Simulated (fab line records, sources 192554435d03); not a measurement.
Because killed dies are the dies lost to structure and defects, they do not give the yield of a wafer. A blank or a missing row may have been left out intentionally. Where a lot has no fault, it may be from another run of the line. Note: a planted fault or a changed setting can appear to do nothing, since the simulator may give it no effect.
fab line records -- flow n5_finfet
[record] lots = 9, wafers = 26, last_day = 17
route steps=1938 shown BEOL_M3@1019 BEOL_M4@1031 PASSIVATION@1936
lots that met no fault: taken from a fault-free run of the same line
start_h: start of the lot's first displayed wafer, in hours after the record's first day -- wait_h: hours elapsed since this lot's preceding step -- " repeats the value in the row above -- L1.1+2: a row that stands for several wafers -- - value missing, or start not given -- * or withheld: withheld -- < > ~ a bound
route shown NAME@n: names a module that has steps shown in the file, with the first one's number in the route -- usual: mean/standard deviation taken from wafers without a fault -- same: alike in all rows -- chamber/n: place in a boat -- sites: the reading at each site -- _std_site: their standard deviation -- _edge_site: mean of outer sites minus mean of inner sites -- radius_mm: how far each site lies from the wafer's centre -- mask NAME#n: copy n -- behind: the most recent tool/chamber to have shaped the wafer -- hold: what put the lot on hold/how long, in hours/how the hold closed -- device: the transistor (n, p or np) that didn't switch -- end of line: the tests these same wafers got at the end of their route -- for a step that has no rows: nothing shown but its recipe -- killed: at the first sort, the dies lost to defects and structure; wafer yield is something else -- map: shows each die of a wafer: x if killed, . if not, _ if none is there
set.NAME: the setting that was run; set.NAME@STEP: the one run at that earlier step -- model.NAME: the simulator's own value behind a step, which no gauge read
one table for each step of the route and one row for each wafer, over a sample of lots
services: a tool's chamber out of use, with start hour (start_h, from the record's first day; less than 0 if before it), hours out, and reason
[[steps]]
[step N5_BEOL_M3_RS_MEAS_58]
[recipe] thk_meas_gauge = four-point-probe, reads = Co_of_BEOL_M3_CO_CAP_55+Cu_of_BEOL_M3_ECD_50+Co_of_BEOL_M3_CVD_47+TaN_of_BEOL_M3_ALD_84
[usual] M3_RS = 0.67/0.035
lot.wafer,tool,chamber,start_h,wait_h,M3_RS[ohm/sq]
L852.4,film_metro-01,-,154.52,0.0,0.64
L852.5,film_metro-01,-,154.52,0.0,0.61
L852.6,film_metro-01,-,154.52,0.0,0.67
L855.1,film_metro-02,-,176.99,0.0,0.62
L855.2,film_metro-02,-,176.99,0.0,0.70
L855.5,film_metro-02,-,176.99,0.0,0.64
L856.2,film_metro-02,-,195.58,0.1,0.70
L856.6,film_metro-02,-,195.58,0.1,0.66
L857.3,film_metro-02,-,206.44,0.1,0.68
L857.4,film_metro-02,-,206.44,0.1,0.66
L857.5,film_metro-02,-,206.44,0.1,0.64
L858.2,film_metro-02,-,211.55,0.1,0.65
L858.5,film_metro-02,-,211.55,0.1,0.65
L858.6,film_metro-02,-,211.55,0.1,0.68
L861.1,film_metro-02,-,219.21,0.1,0.64
L861.3,film_metro-02,-,219.21,0.1,0.69
L861.4,film_metro-02,-,219.21,0.1,0.66
L870.1,film_metro-02,-,267.09,0.0,0.73
L870.2,film_metro-02,-,267.09,0.0,0.68
L870.3,film_metro-02,-,267.09,0.0,0.72
L869.1,film_metro-02,-,272.37,0.0,0.72
L869.2,film_metro-02,-,272.37,0.0,0.66
L869.3,film_metro-02,-,272.37,0.0,0.66
L875.2,film_metro-02,-,292.73,0.1,0.65
L875.4,film_metro-02,-,292.73,0.1,0.66
L875.5,film_metro-02,-,292.73,0.1,0.64
[step N5_BEOL_M4_EXPOSE_08]
[recipe] mask_id = M4, na = 0.33, source_shape = dipole, sigma_inner = 0.369, sigma_outer = 0.767, polarization = unpolarized, dose_mj = 41.25
[usual] exposure_dose_mJ_cm2 = 41.24/0.051
[same] sigma_inner = 0.369
lot.wafer,tool,chamber,start_h,wait_h,mask,exposure_dose_mJ_cm2
L852.4,euv_scanner-01,0,156.00,-,M4#0,41.28
L852.5,euv_scanner-01,0,156.00,-,M4#0,41.20
L852.6,euv_scanner-01,0,156.00,-,M4#0,41.21
L855.1,euv_scanner-02,0,181.21,-,M4#0,41.29
L855.2,euv_scanner-02,0,181.21,-,M4#0,41.27
L855.5,euv_scanner-02,0,181.21,-,M4#0,41.29
L856.2,euv_scanner-01,0,198.79,-,M4#0,41.16
L856.6,euv_scanner-01,0,198.79,-,M4#0,41.17
L857.3,euv_scanner-01,0,206.99,-,M4#0,41.24
L857.4,euv_scanner-01,0,206.99,-,M4#0,41.21
L857.5,euv_scanner-01,0,206.99,-,M4#0,41.17
L858.2,euv_scanner-02,0,213.09,-,M4#0,41.29
L858.5,euv_scanner-02,0,213.09,-,M4#0,41.29
L858.6,euv_scanner-02,0,213.09,-,M4#0,41.29
L861.1,euv_scanner-02,0,220.19,-,M4#0,41.24
L861.3,euv_scanner-02,0,220.19,-,M4#0,41.29
L861.4,euv_scanner-02,0,220.19,-,M4#0,41.21
L870.1,euv_scanner-02,0,268.76,-,M4#0,39.25
L870.2,euv_scanner-02,0,268.76,-,M4#0,39.32
L870.3,euv_scanner-02,0,268.76,-,M4#0,39.25
L869.1,euv_scanner-02,0,274.20,-,M4#0,39.97
L869.2,euv_scanner-02,0,274.20,-,M4#0,39.97
L869.3,euv_scanner-02,0,274.20,-,M4#0,39.93
L875.2,euv_scanner-01,0,293.39,-,M4#0,41.25
L875.4,euv_scanner-01,0,293.39,-,M4#0,41.25
L875.5,euv_scanner-01,0,293.39,-,M4#0,41.18
[step N5_BEOL_M4_CD_MEAS_11]
[recipe] target_cd_nm = 16.79, landing_energy_ev = 500, detector = se_inlens, polarity = opening
[usual] cd_nm = 16.74/0.25
lot.wafer,tool,chamber,start_h,wait_h,cd_nm
L852.4,cd_sem-03,0,156.12,-,16.74
L852.5,cd_sem-03,0,156.12,-,17.03
L852.6,cd_sem-03,0,156.12,-,16.66
L855.1,cd_sem-01,0,181.35,-,16.37
L855.2,cd_sem-01,0,181.35,-,16.46
L855.5,cd_sem-01,0,181.35,-,16.14
L856.2,cd_sem-03,0,198.91,-,16.30
L856.6,cd_sem-03,0,198.91,-,16.53
L857.3,cd_sem-03,0,207.11,-,16.66
L857.4,cd_sem-03,0,207.11,-,17.24
L857.5,cd_sem-03,0,207.11,-,16.88
L858.2,cd_sem-02,0,213.22,-,16.92
L858.5,cd_sem-02,0,213.22,-,16.88
L858.6,cd_sem-02,0,213.22,-,17.19
L861.1,cd_sem-03,0,220.33,-,16.82
L861.3,cd_sem-03,0,220.33,-,17.01
L861.4,cd_sem-03,0,220.33,-,16.65
L870.1,cd_sem-02,0,268.90,-,15.94
L870.2,cd_sem-02,0,268.90,-,15.31
L870.3,cd_sem-02,0,268.90,-,15.88
L869.1,cd_sem-02,0,274.33,-,16.38
L869.2,cd_sem-02,0,274.33,-,15.98
L869.3,cd_sem-02,0,274.33,-,16.14
L875.2,cd_sem-01,0,293.51,-,16.97
L875.4,cd_sem-01,0,293.51,-,16.88
L875.5,cd_sem-01,0,293.51,-,16.40
[step N5_BEOL_M4_ETCH_74]
[recipe] chemistry = N2/H2, target = underlayer, target_depth_a = 65, mask_material = CAR-EUV, time_s = 5.2, ion_energy_ev = 200, pressure_mtorr = 30, source_w = 840, bias_w = 150, n2_flow_sccm = 200, h2_flow_sccm = 200, ends = cleared
[usual] bias_w = 150.1/0.47, drypump_motor_current_A = 5.6/0.53, etch_rf_on_time_s = 5.28/0.14, oes_product_au = 0.68/0.048, rf_vpp_V = 523.4/2.3, showerhead_plenum_p_Torr = 2.52/0.08, throttle_valve_pct = 17.79/0.27
lot.wafer,tool,chamber,start_h,wait_h,bias_w,drypump_motor_current_A,etch_rf_on_time_s,oes_product_au,rf_hours_counter_h,rf_vpp_V,showerhead_plenum_p_Torr,throttle_valve_pct
L852.4,rie_diel-03,0,156.27,0.0,149.9,5.5,5.19,0.71,67,527.7,2.68,17.27
L852.5,rie_diel-03,1,156.27,0.0,149.3,6.1,5.30,0.77,-,525.6,2.59,17.57
L852.6,rie_diel-03,2,156.27,0.0,149.6,5.6,5.14,0.76,-,525.4,2.59,17.30
L855.1,rie_diel-03,3,181.50,0.0,150.7,6.0,5.08,0.65,133,523.4,2.54,17.72
L855.2,rie_diel-03,2,181.50,0.0,150.5,5.6,5.22,0.74,31,525.5,2.58,17.30
L855.5,rie_diel-03,0,181.50,0.0,150.3,5.5,5.16,0.71,-,528.1,2.68,17.28
L856.2,rie_diel-03,1,199.13,0.0,149.6,6.1,5.36,0.75,48,524.6,2.59,17.59
L856.6,rie_diel-03,3,199.13,0.0,149.3,6.0,5.19,0.64,-,524.8,2.54,17.75
L857.3,rie_diel-06,3,207.36,0.0,150.8,6.6,5.16,0.68,101,526.6,2.57,18.13
L857.4,rie_diel-06,2,207.36,0.0,150.2,5.4,5.49,0.67,104,521.8,2.45,17.68
L857.5,rie_diel-06,1,207.36,0.0,149.1,4.8,5.25,0.63,-,521.3,2.41,17.91
L858.2,rie_diel-02,0,213.37,0.0,149.9,5.4,5.48,0.61,166,524.0,2.53,18.08
L858.5,rie_diel-02,2,213.37,0.0,150.9,5.1,5.13,0.76,-,524.9,2.49,18.14
L858.6,rie_diel-02,1,213.37,0.0,149.8,5.0,5.43,0.71,-,522.5,2.48,17.89
L861.1,rie_diel-02,3,220.48,0.0,149.8,5.4,5.35,0.64,159,527.4,2.65,17.86
L861.3,rie_diel-02,2,220.48,0.0,150.9,5.1,5.13,0.75,42,521.2,2.49,18.15
L861.4,rie_diel-02,1,220.48,0.0,149.9,5.1,5.43,0.70,52,522.2,2.48,17.90
L870.1,rie_diel-06,1,269.33,0.0,149.9,4.9,5.21,0.62,194,520.7,2.41,17.94
L870.2,rie_diel-06,2,269.33,0.0,150.1,5.4,5.53,0.65,127,520.2,2.44,17.72
L870.3,rie_diel-06,0,269.33,0.0,149.6,6.2,5.25,0.70,67,521.3,2.47,17.81
L869.1,rie_diel-06,2,274.56,0.0,150.0,5.4,5.53,0.65,129,520.9,2.44,17.75
L869.2,rie_diel-06,0,274.56,0.0,149.2,6.2,5.22,0.71,68,521.2,2.47,17.87
L869.3,rie_diel-06,3,274.56,0.0,150.2,6.6,5.21,0.65,122,524.9,2.56,18.16
L875.2,rie_diel-06,3,293.67,0.0,149.6,6.6,5.18,0.65,127,525.6,2.56,18.17
L875.4,rie_diel-06,0,293.67,0.0,150.7,6.2,5.24,0.70,74,519.5,2.47,17.87
L875.5,rie_diel-06,0,293.67,0.0,150.1,6.2,5.25,0.71,-,522.2,2.47,17.85
[step N5_BEOL_M4_ETCH_63]
[recipe] chemistry = CF4, target = SiARC, target_depth_a = 156, mask_material = CAR-EUV, time_s = 26, ion_energy_ev = 80, pressure_mtorr = 40, source_w = 545, bias_w = 36, Ar_flow_sccm = 100, cf4_flow_sccm = 100, ends = cleared
[usual] bias_w = 36.00/0.11, cf4_flow_sccm = 100.05/0.29, drypump_motor_current_A = 5.6/0.53, etch_rf_on_time_s = 26.3/0.67, oes_product_au = 0.68/0.048, rf_vpp_V = 183.7/1, showerhead_plenum_p_Torr = 2.13/0.06, throttle_valve_pct = 15.58/0.23
lot.wafer,tool,chamber,start_h,wait_h,bias_w,cf4_flow_sccm,drypump_motor_current_A,etch_rf_on_time_s,oes_product_au,rf_hours_counter_h,rf_vpp_V,showerhead_plenum_p_Torr,throttle_valve_pct
L852.4,rie_diel-03,0,156.28,0.0,35.96,100.53,5.4,25.9,0.72,67,184.1,2.24,15.06
L852.5,rie_diel-03,1,156.28,0.0,35.81,99.68,6.2,26.9,0.76,-,185.0,2.19,15.37
L852.6,rie_diel-03,2,156.28,0.0,36.35,100.38,5.6,26.1,0.75,-,184.8,2.19,15.21
L855.1,rie_diel-03,3,181.52,0.0,35.92,99.99,6.0,25.4,0.66,133,184.0,2.14,15.36
L855.2,rie_diel-03,2,181.52,0.0,36.04,100.05,5.6,25.4,0.76,31,184.6,2.19,15.22
L855.5,rie_diel-03,0,181.52,0.0,35.92,100.07,5.5,25.6,0.72,-,185.6,2.24,15.06
L856.2,rie_diel-03,1,199.15,0.0,35.79,100.24,6.1,27.1,0.74,48,183.7,2.19,15.40
L856.6,rie_diel-03,3,199.15,0.0,36.11,99.58,6.0,25.8,0.64,-,184.2,2.14,15.36
L857.3,rie_diel-06,3,207.37,0.0,35.90,100.37,6.6,25.8,0.67,101,183.7,2.16,15.71
L857.4,rie_diel-06,2,207.37,0.0,36.12,99.38,5.5,27.4,0.68,104,182.9,2.09,15.65
L857.5,rie_diel-06,1,207.37,0.0,35.88,99.96,4.8,26.1,0.63,-,184.1,2.04,15.73
L858.2,rie_diel-02,0,213.39,0.0,35.96,100.39,5.4,26.7,0.61,166,184.0,2.14,15.86
L858.5,rie_diel-02,2,213.39,0.0,35.93,99.91,5.1,25.5,0.75,-,183.0,2.09,15.66
L858.6,rie_diel-02,1,213.39,0.0,35.97,100.06,5.1,27.3,0.71,-,180.8,2.10,15.63
L861.1,rie_diel-02,3,220.50,0.0,35.80,100.07,5.4,26.8,0.63,159,183.1,2.22,15.74
L861.3,rie_diel-02,2,220.50,0.0,36.13,99.74,5.1,25.5,0.76,42,183.7,2.09,15.67
L861.4,rie_diel-02,1,220.50,0.0,35.98,100.02,5.0,27.1,0.70,52,181.8,2.10,15.63
L870.1,rie_diel-06,1,269.34,0.0,36.00,100.06,4.8,26.3,0.61,194,182.6,2.04,15.77
L870.2,rie_diel-06,2,269.34,0.0,35.97,100.09,5.4,27.3,0.66,127,184.3,2.08,15.70
L870.3,rie_diel-06,0,269.34,0.0,36.00,99.66,6.2,26.2,0.70,67,183.1,2.09,15.71
L869.1,rie_diel-06,2,274.58,0.0,35.93,99.93,5.5,27.1,0.66,129,181.7,2.08,15.70
L869.2,rie_diel-06,0,274.58,0.0,35.93,100.21,6.2,25.7,0.71,68,184.4,2.09,15.72
L869.3,rie_diel-06,3,274.58,0.0,35.79,99.65,6.6,25.5,0.67,122,183.7,2.15,15.77
L875.2,rie_diel-06,3,293.69,0.0,36.10,100.55,6.6,25.8,0.65,127,184.2,2.15,15.77
L875.4,rie_diel-06,0,293.69,0.0,36.00,99.84,6.2,26.1,0.70,74,183.2,2.09,15.72
L875.5,rie_diel-06,0,293.69,0.0,36.07,99.86,6.2,26.0,0.71,-,182.1,2.09,15.73
[step N5_BEOL_M4_RC_MEAS_101]
[usual] DIBL_N = 36.0/1.9, DIBL_P = 36.0/2.1, IOFF_N = 0.155/0.029, IOFF_P = 0.20/0.032, ION_N = 672/11, ION_P = 461/6.9, SS_N = 71.5/0.58, SS_P = 73.2/0.64, VT_N = 250.4/2.9, VT_P = -251.0/2.8
lot.wafer,tool,chamber,start_h,wait_h,DIBL_N[mV/V],DIBL_P[mV/V],IOFF_N[nA/um],IOFF_P[nA/um],ION_N[uA/um],ION_P[uA/um],SS_N[mV/dec],SS_P[mV/dec],VT_N[mV],VT_P[mV]
L852.4,prober-02,0,180.36,0.5,34.5,33.8,0.124,0.16,676,455,70.4,72.2,254.2,-256.0
L852.5,prober-02,0,180.36,0.5,35.0,35.0,0.131,0.17,659,446,71.1,72.5,253.3,-252.8
L852.6,prober-02,0,180.36,0.5,35.1,34.7,0.136,0.16,661,451,70.7,72.9,251.9,-257.8
L855.1,prober-02,0,187.11,0.0,38.1,39.4,0.192,0.26,696,475,71.6,74.1,247.3,-244.9
L855.2,prober-02,0,187.11,0.0,39.6,40.4,0.218,0.27,682,466,72.0,73.4,244.8,-248.1
L855.5,prober-02,0,187.11,0.0,39.5,39.7,0.213,0.27,705,478,71.0,73.7,247.4,-247.3
L856.2,prober-01,0,210.12,0.2,34.8,34.1,0.124,0.19,666,460,71.1,72.9,252.0,-249.1
L856.6,prober-01,0,210.12,0.2,36.1,35.2,0.143,0.20,660,460,71.8,73.1,251.5,-249.3
L857.3,prober-02,0,214.62,0.3,40.6,39.6,0.218,0.27,676,465,72.8,74.5,248.8,-248.0
L857.4,prober-02,0,214.62,0.3,39.2,39.2,0.194,0.25,686,466,72.2,74.2,246.9,-246.9
L857.5,prober-02,0,214.62,0.3,41.7,41.4,0.236,0.30,678,467,72.6,74.4,246.5,-246.9
L858.2,prober-01,0,221.08,0.2,34.8,33.1,0.127,0.15,676,453,70.1,72.5,249.6,-256.0
L858.5,prober-01,0,221.08,0.2,37.0,35.7,0.158,0.19,684,462,71.7,73.2,250.7,-252.9
L858.6,prober-01,0,221.08,0.2,38.5,36.5,0.182,0.20,675,454,71.5,73.5,249.8,-251.3
L861.1,prober-01,0,240.97,0.0,36.0,37.2,0.153,0.21,688,469,70.9,74.1,249.2,-248.9
L861.3,prober-01,0,240.97,0.0,35.7,36.8,0.155,0.22,672,467,71.1,73.8,250.3,-250.4
L861.4,prober-01,0,240.97,0.0,34.6,35.8,0.135,0.20,665,466,71.5,73.6,251.7,-249.1
L870.1,prober-02,0,283.94,0.0,36.7,37.7,0.173,0.23,684,470,71.7,73.8,248.6,-248.9
L870.2,prober-02,0,283.94,0.0,37.2,38.2,0.186,0.24,669,460,71.4,74.2,245.9,-247.8
L870.3,prober-02,0,283.94,0.0,38.1,40.4,0.202,0.28,688,475,72.0,74.6,245.9,-245.5
L869.1,prober-01,0,285.18,0.0,35.9,37.6,0.158,0.19,682,463,71.7,73.3,251.3,-253.3
L869.2,prober-01,0,285.18,0.0,37.4,38.4,0.185,0.20,674,457,71.9,74.1,250.6,-255.3
L869.3,prober-01,0,285.18,0.0,35.4,37.0,0.133,0.17,658,456,71.7,73.5,255.4,-255.4
L875.2,prober-01,0,311.51,0.2,37.5,36.0,0.179,0.23,672,465,71.6,73.9,248.6,-246.8
L875.4,prober-01,0,311.51,0.2,35.8,34.7,0.147,0.20,678,460,71.1,72.9,251.6,-250.3
L875.5,prober-01,0,311.51,0.2,38.0,36.4,0.173,0.24,657,450,71.5,73.8,248.6,-252.1
[step N5_PASSIVATION_PROBE_49]
[usual] defect_limited_yield = 91.0/1.5, killed_at_M0_to_M3 = 33/9.4, killed_at_M4_up = 14/4.8, killed_at_contacts = 13/7.3, killed_at_front_end = 43/13, killed_at_other = 3.6/2.9, killed_dies = 106/18, killed_on_rim = 14/4.2, killed_open = 69/13, killed_short = 35/8.2, sort_bin_5_function = 5.3/1, sort_bin_6_memory = 3.3/0.68, sort_n_pass = 1074/18, sort_yield_pct = 91.0/1.5
[same] gross_dies = 1180, killed_at_back_side = 0, sort_bin_4_leakage[%] = 0, sort_bin_8_speed[%] = 0
lot.wafer,tool,chamber,start_h,wait_h,defect_limited_yield[%],killed_at_M0_to_M3,killed_at_M4_up,killed_at_contacts,killed_at_front_end,killed_at_other,killed_dies,killed_on_rim,killed_open,killed_short,sort_bin_5_function[%],sort_bin_6_memory[%],sort_n_pass,sort_yield_pct[%]
L869.1,prober-02,-,388.38,0.0,90.1,26,32,14,38,7,117,11,59,33,5.3,4.1,1063,90.1
L869.2,prober-02,-,388.43,0.1,87.2,35,41,7,59,9,151,13,82,42,6.9,5.1,1029,87.2
L869.3,prober-02,-,388.48,0.1,86.9,47,49,16,37,6,155,18,79,45,7.5,5.3,1025,86.9
L870.1,prober-01,-,390.18,0.0,56.7,30,417,26,36,2,511,70,69,42,25.7,14.8,669,56.7
L870.2,prober-01,-,390.23,0.1,62.0,20,367,20,41,0,448,55,55,32,23.1,13.5,732,62.0
L870.3,prober-01,-,390.28,0.1,62.3,21,384,15,22,3,445,65,56,22,22.6,13.1,735,62.3
// killed by level:class
L869.1 BEOL_M4:area_expose=21 MOL_CONTACT_COAG:geometric_particle:open=13 FIN_SAQP:geometric_particle:open=8 BEOL_M3:geometric_particle:open=7 BEOL_M0_SAQP:geometric_particle:open=6 STI_FIN_REVEAL:geometric_particle:open=5 BEOL_M0_SAQP:geometric_particle:short=5 FIN_SAQP:geometric_particle:short=4
L869.2 BEOL_M4:area_expose=24 FIN_SAQP:geometric_particle:short=14 STI_FIN_REVEAL:geometric_particle:open=14 FIN_SAQP:geometric_particle:open=9 BEOL_M4:geometric_particle:open=9 BEOL_M0_SAQP:geometric_particle:short=8 BEOL_M0_SAQP:geometric_particle:open=7 DUMMY_GATE:geometric_particle:open=6
L869.3 BEOL_M4:area_expose=29 MOL_CONTACT_COAG:geometric_particle:open=14 BEOL_M0_SAQP:geometric_particle:short=11 FIN_SAQP:geometric_particle:short=10 BEOL_M0_SAQP:geometric_particle:open=10 BEOL_M1:geometric_particle:open=8 BEOL_M2:geometric_particle:open=7 BEOL_M3:geometric_particle:open=6
L870.1 BEOL_M4:area_expose=400 MOL_CONTACT_COAG:geometric_particle:open=19 STI_FIN_REVEAL:geometric_particle:open=17 BEOL_M0_SAQP:geometric_particle:open=10 BEOL_M0_SAQP:geometric_particle:short=10 FIN_SAQP:geometric_particle:short=8 MOL_CONTACT_COAG:geometric_particle:short=7 BEOL_M2:geometric_particle:open=5
L870.2 BEOL_M4:area_expose=359 MOL_CONTACT_COAG:geometric_particle:open=16 STI_FIN_REVEAL:geometric_particle:open=11 FIN_SAQP:geometric_particle:short=10 FIN_SAQP:geometric_particle:open=8 BEOL_M0_SAQP:geometric_particle:short=7 MOL_CONTACT_COAG:geometric_particle:short=4 BEOL_M2:geometric_particle:open=4
L870.3 BEOL_M4:area_expose=366 MOL_CONTACT_COAG:geometric_particle:open=14 STI_FIN_REVEAL:geometric_particle:open=7 FIN_SAQP:geometric_particle:short=4 BEOL_M0_SAQP:geometric_particle:open=4 BEOL_M4:geometric_particle:open=4 STARTING-WAFER:geometric_particle:open=4 GATE_CUT:geometric_particle:short=3
[[services]]
tool,chamber,start_h,hours,kind
rie_diel-06,0,162.38,3.7,repair
rie_diel-02,1,162.82,3.1,repair
euv_scanner-02,-,165.44,1.0,pm
euv_scanner-01,-,176.56,1.0,pm
euv_scanner-02,-,193.10,4.6,pm
euv_scanner-02,-,221.59,1.0,pm
euv_scanner-02,-,232.00,5.8,pm
euv_scanner-01,0,235.32,-,calibration
rie_diel-06,3,237.05,5.0,repair
euv_scanner-01,-,237.83,1.0,pm
euv_scanner-02,-,257.08,0.2,repair
euv_scanner-02,-,270.22,0.3,repair
euv_scanner-01,-,277.20,4.6,pm
euv_scanner-02,-,281.80,1.0,pm
euv_scanner-02,-,283.17,0.2,repair
euv_scanner-02,0,285.04,-,calibration
euv_scanner-01,-,288.83,1.0,pm
[[key]]
[first_sign] step = N5_BEOL_M4_EXPOSE_08, reading = exposure_dose_mJ_cm2, direction = down, sigmas = 32, usual = 41.24, struck = 39.61
[effect] step = N5_BEOL_M4_CD_MEAS_11, reading = cd_nm, direction = down, sigmas = 3.2, usual = 16.74, struck = 15.94, through = control_loop
[effect] step = N5_PASSIVATION_PROBE_49, reading = killed_at_M4_up, direction = up, sigmas = 42, usual = 14, struck = 215
[more_kills_born_at] N5_BEOL_M4_EXPOSE_08@euv_scanner-02 = 1199
met_at N5_BEOL_M4_EXPOSE_08
struck_lots L869,L870
[loop_trim] step = N5_BEOL_M4_EXPOSE_08, setting = dose, lots = L869
not_acting_at N5_BEOL_M3_RS_MEAS_58,N5_BEOL_M4_ETCH_74,N5_BEOL_M4_ETCH_63
onset_between 220.19 268.76
[fault] kind = process_parameter_drift, tool = euv_scanner-02, chamber = -, onset_h = 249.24, steps = N5_BEOL_M4_EXPOSE_08, channel = dose_mj, offset = -2.0127, shape = step, acts_in = these_recipes_only, stated = 41.25
// loop_trim: a control loop set the setting to another value than it would have without faults
